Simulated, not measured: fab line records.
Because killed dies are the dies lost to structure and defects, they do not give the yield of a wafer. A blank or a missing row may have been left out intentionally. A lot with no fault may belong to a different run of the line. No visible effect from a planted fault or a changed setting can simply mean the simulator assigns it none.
fab line records ; flow n5_finfet
[record] lots = 6; wafers = 18; last_day = 16
route steps=1938 shown FIN_SAQP@113 BEOL_M4@1111 PASSIVATION@1936
lots that met no fault: taken from a fault-free run of the same line
start_h: start of the lot's first displayed wafer, in hours after the record's first day ; wait_h: how many hours have passed since the lot's step before this one ; " unchanged from the row above ; L1.1+2: a single row standing in for several wafers ; - no value, or no start given ; * or withheld: withheld ; < > ~ a bound
route shown NAME@n: NAME is a module with steps in the file, n the number in the route of the first one ; usual: mean/standard deviation of fault-free wafers ; same: alike in all rows ; chamber/n: place in a boat ; sites: each site's reading ; _std_site: their standard deviation ; _edge_site: inner sites' mean taken away from outer sites' mean ; radius_mm: for every site, how far away it sits from the centre of the wafer ; mask NAME#n: copy n ; behind: the last tool/chamber to shape the wafer ; hold: cause of the lot's hold/its duration in hours/its outcome ; device: whichever transistor did not switch (one of n, p or np) ; end of line: tests of these same wafers at the route's end ; a step with no rows: only its recipe ; killed: count of dies lost to structure and defects at first sort (not the wafer's yield) ; map: shows each die of a wafer: x if killed, . if not, _ if none is there
set.NAME: the setting that was run; set.NAME@STEP: the one run at that earlier step ; model.NAME: the simulator's own value behind a step, which no gauge read
certain route steps with their lots: each step a table, each wafer a row
services: a tool's chamber out of use, with start hour (start_h, from the record's first day; less than 0 if before it), hours out, and reason
[[steps]]
[step N5_FIN_SAQP_INSPECT_18]
[recipe] mode = adi; inspect_instrument = brightfield
[usual] raw_defect_count = 409/100
lot.wafer;tool;chamber;start_h;wait_h;raw_defect_count
L853.2;defect_inspect-02;-;27.68;0.0;326
L853.4;defect_inspect-02;-;27.68;0.0;280
L853.5;defect_inspect-02;-;27.68;0.0;480
L862.4;defect_inspect-01;-;82.62;0.0;453
L862.5;defect_inspect-01;-;82.62;0.0;542
L862.6;defect_inspect-01;-;82.62;0.0;465
L863.4;defect_inspect-02;-;89.67;0.0;312
L863.5;defect_inspect-02;-;89.67;0.0;311
L863.6;defect_inspect-02;-;89.67;0.0;349
L865.2;defect_inspect-01;-;100.85;0.0;646
L865.3;defect_inspect-01;-;100.85;0.0;650
L865.4;defect_inspect-01;-;100.85;0.0;605
L872.1;defect_inspect-02;-;142.58;0.0;386
L872.2;defect_inspect-02;-;142.58;0.0;451
L872.6;defect_inspect-02;-;142.58;0.0;558
L873.3;defect_inspect-02;-;148.16;0.0;305
L873.4;defect_inspect-02;-;148.16;0.0;312
L873.5;defect_inspect-02;-;148.16;0.0;409
[step N5_FIN_SAQP_DESCUM_21]
[recipe] chemistry = O2; time_s = 7.9; source_power_w = 50; bias_power_w = 20; pressure_mtorr = 20; rf_frequency_hz = 2.712e+07; temp_c = 40; resist = CAR-ArF; o2_flow_sccm = 225
[step N5_FIN_SAQP_ETCH_51]
[recipe] chemistry = CF4; target = SiARC; target_depth_a = 455; mask_material = CAR-ArF; time_s = 75.8; ion_energy_ev = 80; pressure_mtorr = 40; source_w = 545; bias_w = 36; Ar_flow_sccm = 100; cf4_flow_sccm = 100; ends = cleared
[usual] drypump_motor_current_A = 5.6/0.42; etch_rf_on_time_s = 75.4/1.8; oes_product_au = 0.65/0.062; rf_vpp_V = 184.0/1.1; showerhead_plenum_p_Torr = 2.13/0.06; throttle_valve_pct = 15.59/0.2
lot.wafer;tool;chamber;start_h;wait_h;drypump_motor_current_A;etch_rf_on_time_s;oes_product_au;rf_hours_counter_h;rf_vpp_V;showerhead_plenum_p_Torr;throttle_valve_pct
L853.2;rie_diel-06;0;27.75;0.0;5.0;78.4;0.63;176;184.9;2.22;15.73
L853.4;rie_diel-06;1;27.75;0.0;5.4;74.5;0.71;79;185.4;2.16;15.23
L853.5;rie_diel-06;0;27.75;0.0;5.0;78.0;0.62;-;186.2;2.22;15.72
L862.4;rie_diel-03;1;82.68;0.0;5.3;75.4;0.58;238;185.5;2.19;15.98
L862.5;rie_diel-03;1;82.68;0.0;5.3;75.5;0.58;-;183.1;2.20;15.99
L862.6;rie_diel-03;0;82.68;0.0;6.1;74.4;0.73;-;183.5;2.09;15.55
L863.4;rie_diel-03;3;89.74;0.0;5.6;74.9;0.82;5;182.4;2.11;15.41
L863.5;rie_diel-03;3;89.74;0.0;5.6;75.1;0.83;-;183.6;2.11;15.41
L863.6;rie_diel-03;2;89.74;0.0;6.2;72.7;0.67;-;183.2;2.06;15.55
L865.2;rie_diel-05;2;101.00;0.0;5.6;74.8;0.66;161;186.5;2.23;15.29
L865.3;rie_diel-05;1;101.00;0.0;5.2;75.9;0.65;158;185.2;2.13;15.59
L865.4;rie_diel-05;0;101.00;0.0;5.7;75.0;0.63;167;185.1;2.13;15.64
L872.1;rie_diel-05;1;142.93;0.0;5.2;74.9;0.64;173;185.3;2.12;15.63
L872.2;rie_diel-05;0;142.93;0.0;5.7;73.6;0.63;181;184.0;2.13;15.69
L872.6;rie_diel-05;1;142.93;0.0;5.2;75.2;0.63;-;184.3;2.13;15.63
L873.3;rie_diel-03;2;148.45;0.0;6.2;73.5;0.65;158;183.2;2.05;15.58
L873.4;rie_diel-03;0;148.45;0.0;6.1;73.6;0.71;-;182.1;2.08;15.59
L873.5;rie_diel-03;3;148.45;0.0;5.6;75.2;0.77;-;183.5;2.10;15.47
[step N5_FIN_SAQP_ETCH_52]
[recipe] chemistry = N2/H2; target = SOC; target_depth_a = 1000; overetch_a = 200; mask_material = SiARC; temp_c = 40; time_s = 150; ion_energy_ev = 200; pressure_mtorr = 30; source_w = 840; bias_w = 150; n2_flow_sccm = 200; h2_flow_sccm = 200; ends = end_point
[step N5_FIN_SAQP_STRIP_53]
[recipe] chemistry = N2/H2; temp_c = 40; n2_flow_sccm = 200; h2_flow_sccm = 200; rf_frequency_hz = 6e+07
[step N5_FIN_SAQP_HM_OPEN_73]
[recipe] chemistry = CHF3/O2; target = SiO2; stop_on = a-Si; target_depth_a = 120; over_etch_frac = 1.8; mask_material = SOC; time_s = 16.8; pressure_mtorr = 30; source_w = 650; bias_w = 170; Ar_flow_sccm = 200; CHF3_flow_sccm = 50; O2_flow_sccm = 5; ion_energy_ev = 200; ends = end_point
[step N5_FIN_SAQP_STRIP_74]
[recipe] chemistry = CHF3/O2; resist = SiARC; rf_frequency_hz = 6e+07
[step N5_FIN_SAQP_MANDREL_ETCH_22]
[recipe] target_depth_a = 600; chemistry = HBr/Cl2; target = a-Si; stop_on = SiNx; bt_time_s = 10; over_etch_frac = 0.5; time_s = 30; pressure_mtorr = 10; icp_w = 800; bias_w = 75; HBr_flow_sccm = 150; Cl2_flow_sccm = 80; ends = end_point
[usual] drypump_motor_current_A = 5.7/0.46; oes_product_au = 0.753/0.016; throttle_valve_pct = 35.15/0.21
lot.wafer;tool;chamber;start_h;wait_h;drypump_motor_current_A;oes_product_au;rf_hours_counter_h;throttle_valve_pct
L853.2;rie_si-03;0;28.00;0.0;6.2;0.742;147;35.13
L853.4;rie_si-03;2;28.00;0.0;6.2;0.764;62;35.37
L853.5;rie_si-03;2;28.00;0.0;6.2;0.757;-;35.36
L862.4;rie_si-03;1;82.93;0.0;5.3;0.741;174;35.32
L862.5;rie_si-03;2;82.93;0.0;6.2;0.751;-;35.38
L862.6;rie_si-03;1;82.93;0.0;5.3;0.747;-;35.31
L863.4;rie_si-03;3;89.99;0.0;5.2;0.765;55;34.85
L863.5;rie_si-03;0;89.99;0.0;6.2;0.742;-;35.15
L863.6;rie_si-03;1;89.99;0.0;5.3;0.733;-;35.33
L865.2;rie_si-03;2;101.25;0.0;6.2;0.742;63;35.41
L865.3;rie_si-03;3;101.25;0.0;5.2;0.775;55;34.84
L865.4;rie_si-03;1;101.25;0.0;5.3;0.743;174;35.30
L872.1;rie_si-05;3;143.18;0.0;6.2;0.743;140;34.98
L872.2;rie_si-05;1;143.18;0.0;5.4;0.774;189;35.05
L872.6;rie_si-05;2;143.18;0.0;5.9;0.784;-;34.76
L873.3;rie_si-03;0;148.69;0.0;6.3;0.745;150;35.15
L873.4;rie_si-03;1;148.69;0.0;5.3;0.744;175;35.31
L873.5;rie_si-03;0;148.69;0.0;6.2;0.745;-;35.15
[step N5_FIN_SAQP_STRIP_55]
[recipe] chemistry = N2/H2; power_w = 500; temp_c = 40; pressure_mtorr = 50; rf_frequency_hz = 6e+07; overash_fraction = 0.3; bias_power_w = 28; h2_frac = 0.5; n2_flow_sccm = 300; h2_flow_sccm = 300
[usual] drypump_motor_current_A = 5.6/0.43; oes_product_au = 0.75/0.069; rf_vpp_V = 121.7/1.3; showerhead_plenum_p_Torr = 3.33/0.096; throttle_valve_pct = 18.8/0.38
[same] overash_fraction = 0.3
lot.wafer;tool;chamber;start_h;wait_h;drypump_motor_current_A;oes_product_au;rf_hours_counter_h;rf_vpp_V;showerhead_plenum_p_Torr;throttle_valve_pct
L853.2;rie_diel-05;0;28.09;0.1;5.7;0.76;140;122.5;3.36;18.7
L853.4;rie_diel-05;3;28.09;0.1;5.2;0.71;209;123.2;3.32;19.3
L853.5;rie_diel-05;1;28.09;0.1;5.2;0.77;-;121.9;3.36;19.1
L862.4;rie_diel-06;1;83.04;0.1;5.4;0.79;99;124.3;3.37;18.1
L862.5;rie_diel-06;0;83.04;0.1;5.1;0.72;-;121.6;3.47;19.1
L862.6;rie_diel-06;3;83.04;0.1;6.4;0.73;-;120.7;3.21;18.7
L863.4;rie_diel-06;3;90.15;0.1;6.5;0.74;168;124.1;3.21;18.7
L863.5;rie_diel-06;2;90.15;0.1;5.7;0.69;-;120.1;3.19;18.7
L863.6;rie_diel-06;3;90.15;0.1;6.4;0.73;-;120.1;3.21;18.7
L865.2;rie_diel-06;2;101.54;0.3;5.7;0.68;227;119.7;3.19;18.7
L865.3;rie_diel-06;0;101.54;0.3;5.1;0.72;203;121.1;3.46;19.1
L865.4;rie_diel-06;1;101.54;0.3;5.4;0.79;-;121.9;3.37;18.1
L872.1;rie_diel-05;3;143.27;0.1;5.2;0.98;1;121.3;3.30;19.0
L872.2;rie_diel-05;2;143.27;0.1;5.7;0.76;177;122.4;3.47;18.6
L872.6;rie_diel-05;3;143.27;0.1;5.2;0.95;-;121.7;3.30;19.0
L873.3;rie_diel-06;0;148.79;0.1;5.1;0.70;222;121.8;3.45;19.1
L873.4;rie_diel-06;1;148.79;0.1;5.4;0.77;124;121.8;3.36;18.1
L873.5;rie_diel-06;0;148.79;0.1;5.1;0.70;-;124.3;3.45;19.1
[step N5_FIN_SAQP_STRIP_23]
[recipe] chemistry = SPM; time_s = 750; temp_c = 130; h2so4_h2o2_vol_ratio = 4
[step N5_FIN_SAQP_SRD_66]
[recipe] dry = ipa_marangoni; time_s = 30; temp_c = 23; rinse_liquid = diw
[step N5_FIN_SAQP_RECESS_75]
[recipe] chemistry = HF/NH3; target = SiO2; target_depth_a = 144; afs_cycles = 3; temp_c = 30; sublimation_temp_c = 180; sublimation_time_s = 60
[usual] drypump_motor_current_A = 5.6/0.42
[same] sublimation_time_s = 60
lot.wafer;tool;chamber;start_h;wait_h;drypump_motor_current_A
L853.2;vapor_etch-02;1;28.42;0.0;5.3
L853.4;vapor_etch-02;0;28.42;0.0;5.2
L853.5;vapor_etch-02;1;28.42;0.0;5.3
L862.4;vapor_etch-02;1;83.49;0.2;5.4
L862.5;vapor_etch-02;1;83.49;0.2;5.4
L862.6;vapor_etch-02;0;83.49;0.2;5.2
L863.4;vapor_etch-01;0;90.60;0.1;5.8
L863.5;vapor_etch-01;0;90.60;0.1;5.8
L863.6;vapor_etch-01;1;90.60;0.1;6.2
L865.2;vapor_etch-01;0;101.87;0.0;5.8
L865.3;vapor_etch-01;0;101.87;0.0;5.8
L865.4;vapor_etch-01;1;101.87;0.0;6.2
L872.1;vapor_etch-02;0;143.84;0.3;5.2
L872.2;vapor_etch-02;1;143.84;0.3;5.3
L872.6;vapor_etch-02;1;143.84;0.3;5.3
L873.3;vapor_etch-01;1;149.28;0.2;6.3
L873.4;vapor_etch-01;0;149.28;0.2;5.8
L873.5;vapor_etch-01;0;149.28;0.2;5.9
[step N5_FIN_SAQP_SPACER1_ALD_24]
[recipe] material = SiO2; target_thk_a = 203; temp_c = 300; ald_precursor_family = BDEAS; ald_co_reactant = O2-plasma; pulse_time_s = 1; purge_time_s = 2; co_reactant_purge_time_s = 2; ald_cycles = 218; pressure_torr = 2
[usual] heater_power_w = 448/43; precursor_pulse_height_rel = 0.999/0.02; susceptor_temp_C = 300.01/0.19
lot.wafer;tool;chamber;start_h;wait_h;heater_power_w;precursor_pulse_height_rel;susceptor_temp_C;model.SiO2_of_FIN_SAQP_SPACER1_ALD_24.thk_nm
L853.2;ald_sin-01;3;29.46;0.9;500;1.023;300.02;20.2
L853.4;ald_sin-01;2;29.46;0.9;465;0.972;300.23;20.2
L853.5;ald_sin-01;3;29.46;0.9;501;0.960;299.91;20.2
L862.4;ald_sin-02;3;83.75;0.1;432;1.022;299.90;20.2
L862.5;ald_sin-02;0;83.75;0.1;515;1.034;299.97;20
L862.6;ald_sin-02;1;83.75;0.1;461;0.991;300.17;20.2
L863.4;ald_sin-02;0;90.86;0.1;501;0.993;295.86;20.6
L863.5;ald_sin-02;3;90.86;0.1;424;1.005;295.49;20.4
L863.6;ald_sin-02;0;90.86;0.1;496;1.012;295.73;20.6
L865.2;ald_sin-02;1;102.25;0.3;438;0.970;295.98;20.4
L865.3;ald_sin-02;3;102.25;0.3;433;1.015;296.21;20.4
L865.4;ald_sin-02;0;102.25;0.3;488;0.967;295.46;20.6
L872.1;ald_sin-04;2;145.01;1.1;364;0.976;300.13;20.4
L872.2;ald_sin-04;0;145.01;1.1;409;1.011;300.15;20.2
L872.6;ald_sin-04;0;145.01;1.1;405;0.989;299.87;20.4
L873.3;ald_sin-04;2;150.62;1.2;357;0.994;300.35;20.4
L873.4;ald_sin-04;0;150.62;1.2;395;0.983;299.94;20.2
L873.5;ald_sin-04;3;150.62;1.2;469;1.026;299.77;20.4
[step N5_FIN_SAQP_SPACER1_ETCHBACK_25]
[recipe] chemistry = CHF3/O2; mode = anisotropic_etchback; target = SiO2; target_depth_a = 244; time_s = 12.2; pressure_mtorr = 30; source_w = 650; bias_w = 170; Ar_flow_sccm = 200; CHF3_flow_sccm = 50; O2_flow_sccm = 5; ion_energy_ev = 200
[usual] drypump_motor_current_A = 5.7/0.41; oes_ar_750_au = 0.77/0.074; oes_product_au = 0.77/0.081; rf_vpp_V = 526/10; showerhead_plenum_p_Torr = 2.38/0.065; throttle_valve_pct = 18.91/0.19
lot.wafer;tool;chamber;start_h;wait_h;drypump_motor_current_A;oes_ar_750_au;oes_product_au;rf_hours_counter_h;rf_vpp_V;showerhead_plenum_p_Torr;throttle_valve_pct
L853.2;rie_diel-03;1;30.18;0.4;5.3;0.69;0.69;219;540;2.47;19.18
L853.4;rie_diel-03;2;30.18;0.4;6.2;0.80;0.80;113;522;2.33;18.82
L853.5;rie_diel-03;3;30.18;0.4;5.6;0.69;0.68;-;530;2.38;19.10
L862.4;rie_diel-03;3;84.47;0.4;5.6;0.95;0.99;3;529;2.37;18.75
L862.5;rie_diel-03;2;84.47;0.4;6.2;0.78;0.78;-;521;2.32;18.86
L862.6;rie_diel-03;3;84.47;0.4;5.6;0.95;1.00;-;528;2.37;18.77
L863.4;rie_diel-05;0;91.62;0.4;5.7;0.75;0.73;164;507;2.40;18.94
L863.5;rie_diel-05;1;91.62;0.4;5.2;0.76;0.74;-;523;2.41;18.88
L863.6;rie_diel-05;2;91.62;0.4;5.7;0.77;0.77;-;540;2.52;18.59
L865.2;rie_diel-06;2;103.00;0.4;5.7;0.70;0.68;228;509;2.27;18.88
L865.3;rie_diel-06;0;103.00;0.4;5.0;0.71;0.72;204;538;2.49;19.04
L865.4;rie_diel-06;0;103.00;0.4;5.0;0.71;0.72;-;539;2.49;19.05
L872.1;rie_diel-06;2;145.80;0.4;5.7;0.68;0.67;246;508;2.27;18.90
L872.2;rie_diel-06;3;145.80;0.4;6.4;0.75;0.73;184;523;2.31;18.84
L872.6;rie_diel-06;2;145.80;0.4;5.7;0.68;0.66;-;508;2.27;18.92
L873.3;rie_diel-06;1;151.40;0.4;5.4;0.78;0.78;126;521;2.41;18.58
L873.4;rie_diel-06;0;151.40;0.4;5.0;0.70;0.71;223;537;2.48;19.08
L873.5;rie_diel-06;3;151.40;0.4;6.4;0.74;0.73;-;525;2.30;18.85
[step N5_FIN_SAQP_MANDREL1_REMOVE_56]
[recipe] chemistry = HBr/Cl2/O2; bt_time_s = 10; target = a-Si; stop_on = SiNx; endpoint = OES-SiCl; over_etch_frac = 1; icp_w = 600; bias_w = 22; HBr_flow_sccm = 150; Cl2_flow_sccm = 80; O2_flow_sccm = 5; pressure_mtorr = 10
[usual] drypump_motor_current_A = 5.7/0.39; oes_product_au = 0.987/0.017; throttle_valve_pct = 36.50/0.21
lot.wafer;tool;chamber;start_h;wait_h;drypump_motor_current_A;oes_product_au;rf_hours_counter_h;throttle_valve_pct;model.FIN_SAQP.cd_nm
L853.2;rie_si-05;3;30.27;0.1;6.2;0.971;138;36.28;20.2
L853.4;rie_si-05;1;30.27;0.1;5.4;1.001;187;36.40;20.2
L853.5;rie_si-05;3;30.27;0.1;6.2;0.969;-;36.28;20.2
L862.4;rie_si-04;1;84.56;0.1;6.1;0.990;43;36.44;20.2
L862.5;rie_si-04;2;84.56;0.1;5.5;0.958;-;36.62;20.2
L862.6;rie_si-04;3;84.56;0.1;6.0;0.992;-;36.80;20
L863.4;rie_si-03;3;91.71;0.1;5.2;1.009;55;36.17;20.6
L863.5;rie_si-03;0;91.71;0.1;6.3;0.974;-;36.49;20.6
L863.6;rie_si-03;1;91.71;0.1;5.3;0.971;-;36.63;20.6
L865.2;rie_si-05;1;103.09;0.1;5.4;1.013;188;36.40;20.6
L865.3;rie_si-05;2;103.09;0.1;5.9;1.017;1;36.11;20.4
L865.4;rie_si-05;3;103.09;0.1;6.2;0.983;139;36.27;20.6
L872.1;rie_si-05;1;145.89;0.1;5.4;1.007;189;36.40;20.4
L872.2;rie_si-05;2;145.89;0.1;5.9;1.009;2;36.10;20.2
L872.6;rie_si-05;3;145.89;0.1;6.2;0.972;-;36.27;20.4
L873.3;rie_si-04;1;151.49;0.1;6.1;0.987;44;36.44;20.4
L873.4;rie_si-04;0;151.49;0.1;5.6;0.977;80;36.77;20.4
L873.5;rie_si-04;3;151.49;0.1;6.0;0.990;-;36.80;20.2
[step N5_FIN_SAQP_CD_MEAS_27]
[recipe] target_cd_nm = 20; landing_energy_ev = 1000; detector = se_inlens; polarity = line
[usual] cd_nm = 20.24/0.26
[same] landing_energy_ev = 1000
lot.wafer;tool;chamber;start_h;wait_h;cd_nm
L853.2;cd_sem-03;0;30.38;0.1;20.19
L853.4;cd_sem-03;0;30.38;0.1;20.26
L853.5;cd_sem-03;0;30.38;0.1;19.98
L862.4;cd_sem-01;0;84.68;0.1;20.08
L862.5;cd_sem-01;0;84.68;0.1;20.24
L862.6;cd_sem-01;0;84.68;0.1;19.77
L863.4;cd_sem-01;0;91.83;0.1;20.83
L863.5;cd_sem-01;0;91.83;0.1;20.36
L863.6;cd_sem-01;0;91.83;0.1;20.30
L865.2;cd_sem-01;0;103.20;0.1;20.72
L865.3;cd_sem-01;0;103.20;0.1;20.36
L865.4;cd_sem-01;0;103.20;0.1;20.53
L872.1;cd_sem-02;0;146.00;0.1;20.17
L872.2;cd_sem-02;0;146.00;0.1;20.44
L872.6;cd_sem-02;0;146.00;0.1;20.11
L873.3;cd_sem-01;0;151.60;0.1;20.47
L873.4;cd_sem-01;0;151.60;0.1;20.75
L873.5;cd_sem-01;0;151.60;0.1;19.72
[step N5_BEOL_M4_RC_MEAS_101]
[usual] DIBL_N = 35.8/1.8; DIBL_P = 35.6/2; IOFF_N = 0.148/0.028; IOFF_P = 0.20/0.034; ION_N = 672/12; ION_P = 462/8.5; SS_N = 71.2/0.65; SS_P = 73.1/0.67; VT_N = 251/3.3; VT_P = -251/3.8
lot.wafer;tool;chamber;start_h;wait_h;DIBL_N[mV/V];DIBL_P[mV/V];IOFF_N[nA/um];IOFF_P[nA/um];ION_N[uA/um];ION_P[uA/um];SS_N[mV/dec];SS_P[mV/dec];VT_N[mV];VT_P[mV]
L853.2;prober-01;0;171.13;0.2;37.9;39.4;0.177;0.23;676;472;70.7;74.2;249;-248
L853.4;prober-01;0;171.13;0.2;34.7;35.9;0.128;0.19;672;465;70.4;73.0;251;-252
L853.5;prober-01;0;171.13;0.2;36.8;38.1;0.155;0.22;676;466;70.5;72.9;249;-248
L862.4;prober-01;0;221.97;0.5;35.9;36.5;0.144;0.20;674;469;71.4;73.4;252;-253
L862.5;prober-01;0;221.97;0.5;35.4;35.2;0.135;0.18;678;466;69.6;72.9;253;-253
L862.6;prober-01;0;221.97;0.5;35.8;34.9;0.143;0.18;665;454;70.8;73.1;253;-253
L863.4;prober-01;0;232.01;0.5;34.7;35.5;0.142;0.19;678;463;71.1;72.4;249;-250
L863.5;prober-01;0;232.01;0.5;32.9;33.3;0.118;0.16;671;463;70.8;72.7;250;-251
L863.6;prober-01;0;232.01;0.5;35.9;36.8;0.151;0.20;670;461;70.8;72.7;249;-252
L865.2;prober-02;0;247.29;0.2;37.1;34.5;0.157;0.23;663;457;72.2;73.5;252;-246
L865.3;prober-02;0;247.29;0.2;35.9;34.3;0.142;0.22;660;462;72.0;72.5;252;-248
L865.4;prober-02;0;247.29;0.2;39.8;38.4;0.235;0.31;694;472;73.0;74.0;245;-246
L872.1;prober-02;0;282.93;0.0;37.1;35.0;0.162;0.19;674;450;71.5;73.4;251;-253
L872.2;prober-02;0;282.93;0.0;37.5;35.6;0.165;0.20;670;454;71.8;73.2;252;-251
L872.6;prober-02;0;282.93;0.0;37.9;36.2;0.174;0.20;669;453;71.5;73.8;252;-251
L873.3;prober-01;0;290.62;0.3;36.1;36.8;0.140;0.20;661;454;71.8;73.3;253;-249
L873.4;prober-01;0;290.62;0.3;38.2;38.9;0.176;0.23;672;461;72.2;73.3;248;-251
L873.5;prober-01;0;290.62;0.3;36.3;37.5;0.148;0.20;662;455;71.2;74.3;250;-250
[step N5_PASSIVATION_PROBE_49]
[usual] defect_limited_yield = 91.3/1.5; killed_at_M0_to_M3 = 34/11; killed_at_M4_up = 14/6.1; killed_at_contacts = 12/5.9; killed_at_front_end = 39/11; killed_at_other = 4/3.3; killed_dies = 102/18; killed_open = 67/13; killed_short = 33/7.9; sort_bin_5_function = 5.1/1; sort_bin_6_memory = 3.3/0.7; sort_n_pass = 1077/19; sort_yield_pct = 91.3/1.6
[same] gross_dies = 1180; killed_at_back_side = 0; sort_bin_4_leakage[%] = 0; sort_bin_8_speed[%] = 0
lot.wafer;tool;chamber;start_h;wait_h;defect_limited_yield[%];killed_at_M0_to_M3;killed_at_M4_up;killed_at_contacts;killed_at_front_end;killed_at_other;killed_dies;killed_open;killed_short;sort_bin_5_function[%];sort_bin_6_memory[%];sort_n_pass;sort_yield_pct[%]
L853.2;prober-01;-;264.87;0.1;91.2;49;6;3;43;3;104;62;41;5.2;3.4;1076;91.2
L853.4;prober-01;-;264.97;0.2;91.4;44;11;8;27;12;102;64;35;5.1;3.4;1078;91.4
L853.5;prober-01;-;265.02;0.2;90.3;43;7;14;46;5;115;78;36;6.0;3.5;1065;90.3
L863.4;prober-01;-;328.22;0.2;93.2;40;10;7;16;7;80;44;35;4.6;2.1;1100;93.2
L863.5;prober-01;-;328.27;0.2;89.6;46;16;19;33;9;123;81;40;7.0;3.0;1057;89.6
L863.6;prober-01;-;328.32;0.3;91.1;42;9;11;35;8;105;67;38;5.4;3.4;1075;91.1
L873.3;prober-01;-;386.77;0.1;92.3;31;12;13;35;0;91;58;29;5.4;2.1;1089;92.3
L873.4;prober-01;-;386.82;0.2;92.5;27;11;13;35;2;88;53;33;3.7;3.5;1092;92.5
L873.5;prober-01;-;386.87;0.2;93.5;31;7;8;29;2;77;49;26;4.3;1.9;1103;93.5
// killed by level:class
L853.2 DUMMY_GATE:geometric_particle:open=11 BEOL_M2:geometric_particle:open=10 BEOL_M0_SAQP:geometric_particle:short=9 DUMMY_GATE:geometric_particle:short=7 BEOL_M1:geometric_particle:open=6 BEOL_M0_SAQP:geometric_particle:open=6 BEOL_M2:geometric_particle:short=6 BEOL_M3:geometric_particle:open=5
L853.4 BEOL_M0_SAQP:geometric_particle:open=10 BEOL_M2:geometric_particle:open=9 GATE_CUT:geometric_particle:open=7 BEOL_M0_SAQP:geometric_particle:short=7 BEOL_M1:geometric_particle:short=7 MOL_CONTACT_COAG:geometric_particle:open=5 BEOL_M4:geometric_particle:open=5 FIN_SAQP:geometric_particle:short=4
L853.5 STI_FIN_REVEAL:geometric_particle:open=17 MOL_CONTACT_COAG:geometric_particle:open=13 DUMMY_GATE:geometric_particle:open=9 BEOL_M0_SAQP:geometric_particle:open=9 BEOL_M0_SAQP:geometric_particle:short=8 BEOL_M1:geometric_particle:short=7 BEOL_M2:geometric_particle:open=7 BEOL_M2:geometric_particle:short=6
L863.4 BEOL_M0_SAQP:geometric_particle:short=9 BEOL_M0_SAQP:geometric_particle:open=7 BEOL_M1:geometric_particle:open=7 BEOL_M4:geometric_particle:open=6 MOL_CONTACT_COAG:geometric_particle:open=5 BEOL_M3:geometric_particle:open=4 FIN_SAQP:geometric_particle:short=3 GATE_CUT:geometric_particle:short=3
L863.5 MOL_CONTACT_COAG:geometric_particle:open=18 BEOL_M0_SAQP:geometric_particle:short=13 STI_FIN_REVEAL:geometric_particle:open=10 BEOL_M4:geometric_particle:open=10 FIN_SAQP:geometric_particle:open=8 GATE_CUT:geometric_particle:short=7 BEOL_M0_SAQP:geometric_particle:open=6 BEOL_M3:geometric_particle:open=6
L863.6 BEOL_M0_SAQP:geometric_particle:short=9 BEOL_M1:geometric_particle:open=8 GATE_CUT:geometric_particle:short=7 STI_FIN_REVEAL:geometric_particle:open=7 MOL_CONTACT_COAG:geometric_particle:open=7 BEOL_M0_SAQP:geometric_particle:open=7 BEOL_M2:geometric_particle:open=6 FIN_SAQP:geometric_particle:short=4
L873.3 STI_FIN_REVEAL:geometric_particle:open=11 BEOL_M0_SAQP:geometric_particle:short=10 FIN_SAQP:geometric_particle:open=8 BEOL_M0_SAQP:geometric_particle:open=8 MOL_CONTACT_COAG:geometric_particle:open=7 BEOL_M1:geometric_particle:open=5 GATE_CUT:geometric_particle:short=5 MOL_CONTACT_COAG:geometric_particle:short=4
L873.4 MOL_CONTACT_COAG:geometric_particle:open=10 BEOL_M0_SAQP:geometric_particle:short=8 BEOL_M0_SAQP:geometric_particle:open=6 STARTING-WAFER:geometric_particle:open=6 FIN_SAQP:geometric_particle:open=5 DUMMY_GATE:geometric_particle:open=4 GATE_CUT:geometric_particle:short=4 BEOL_M3:geometric_particle:open=4
L873.5 BEOL_M1:geometric_particle:open=8 BEOL_M0_SAQP:geometric_particle:open=7 GATE_CUT:geometric_particle:short=5 GATE_CUT:geometric_particle:open=5 MOL_CONTACT_COAG:geometric_particle:open=5 FIN_SAQP:geometric_particle:short=4 BEOL_M0_SAQP:geometric_particle:short=4 FIN_SAQP:geometric_particle:open=3
[[services]]
tool;chamber;start_h;hours;kind
ald_sin-01;0;17.90;20.7;repair
ald_sin-04;-;27.73;6.0;pm
rie_diel-05;2;35.44;5.7;repair
rie_diel-06;2;42.20;6.6;repair
rie_si-05;2;43.58;-;clean
rie_diel-05;1;45.20;32.4;repair
ald_sin-01;1;47.00;7.8;repair
rie_diel-05;0;48.06;9.0;repair
rie_diel-03;3;60.97;-;clean
rie_diel-03;3;60.97;-;consumable_replace:focus_ring
rie_diel-03;3;60.97;14.1;scheduled_down
rie_diel-03;3;60.97;14.1;vent_cycle
rie_diel-06;3;94.68;12.9;repair
rie_diel-03;1;121.14;-;clean
rie_diel-03;1;121.14;-;consumable_replace:focus_ring
rie_diel-03;1;121.14;33.9;scheduled_down
rie_diel-03;1;121.14;33.9;vent_cycle
rie_diel-05;3;128.67;-;clean
rie_diel-05;3;128.67;-;consumable_replace:focus_ring
rie_diel-05;3;128.67;11.6;scheduled_down
rie_diel-05;3;128.67;11.6;vent_cycle
vapor_etch-01;1;137.75;11.0;repair
rie_si-03;2;140.05;1.3;repair
ald_sin-02;0;151.45;4.1;repair
[[key]]
[first_sign] step = N5_FIN_SAQP_SPACER1_ALD_24; reading = susceptor_temp_C; direction = down; sigmas = 22; usual = *; struck = *
effect none on later readings
[model_effect] step = N5_FIN_SAQP_SPACER1_ALD_24; value = SiO2_of_FIN_SAQP_SPACER1_ALD_24.thk_nm; without = 20.17; struck = 20.5
[model_effect] step = N5_FIN_SAQP_MANDREL1_REMOVE_56; value = FIN_SAQP.cd_nm; without = 20.27; struck = 20.57
met_at N5_FIN_SAQP_SPACER1_ALD_24
struck_wafers L863.4,L863.5,L863.6,L865.2,L865.3,L865.4
onset_between 83.75 90.86
[fault] kind = process_parameter_drift; tool = ald_sin-02; chamber = -; onset_h = 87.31; steps = N5_FIN_SAQP_SPACER1_ALD_24; channel = temp_c; offset = *; shape = step; end_h = 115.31; acts_in = *; stated = *
